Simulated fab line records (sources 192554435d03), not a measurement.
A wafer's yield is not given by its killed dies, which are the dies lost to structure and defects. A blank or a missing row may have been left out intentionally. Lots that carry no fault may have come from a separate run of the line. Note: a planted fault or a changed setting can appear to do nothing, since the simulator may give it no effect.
Chamber matching    flow n5 finfet    4 sister chambers for N5_BEOL_M5_ETCH_62 on rie diel-01
The step etches SOC in N2/H2, target depth 75 nm, overetch 15 nm, time 112.5 s. 4 wafers are shown with their chamber, then 10 later ones without.

EACH WAFER AND ITS CHAMBER
wafer   chamber  showerhead plenum p Torr (Torr)
L087.1  2        2.46
L087.4  0        2.70
L093.1  3        2.56
L093.5  1        2.40

WAFERS WITH NO CHAMBER GIVEN
wafer   showerhead plenum p Torr (Torr)
L093.6  2.45
L094.2  2.45
L094.3  2.69
L094.5  2.56
L096.1  2.69
L096.3  2.45
L096.5  2.56
L095.1  2.45
L095.2  2.56
L095.4  2.40

EACH ONE'S CHAMBER
wafer   from the rows above  in truth
L093.6  2                    2
L094.2  2                    2
L094.3  0                    0
L094.5  3                    3
L096.1  0                    0
L096.3  2                    2
L096.5  3                    3
L095.1  2                    2
L095.2  3                    3
L095.4  1                    1
Correct placement for 10 of the 10. Number that these rows cannot place: 0. Number placed wrongly: 0.
How it was worked out, from the rows above alone: a wafer's distance from a chamber is the root of the sum, over the readings, of the square of ((its reading less the chamber's mean) divided by the reading's scatter). The wafer belongs to the nearest chamber; if the next one is less than 2 further off, it can't be placed. The mean given for a chamber averages the wafers shown for that chamber. The scatter (one wafer shown for each chamber): square how far every hidden wafer sits from the nearest shown wafer, average those squares and take the square root.
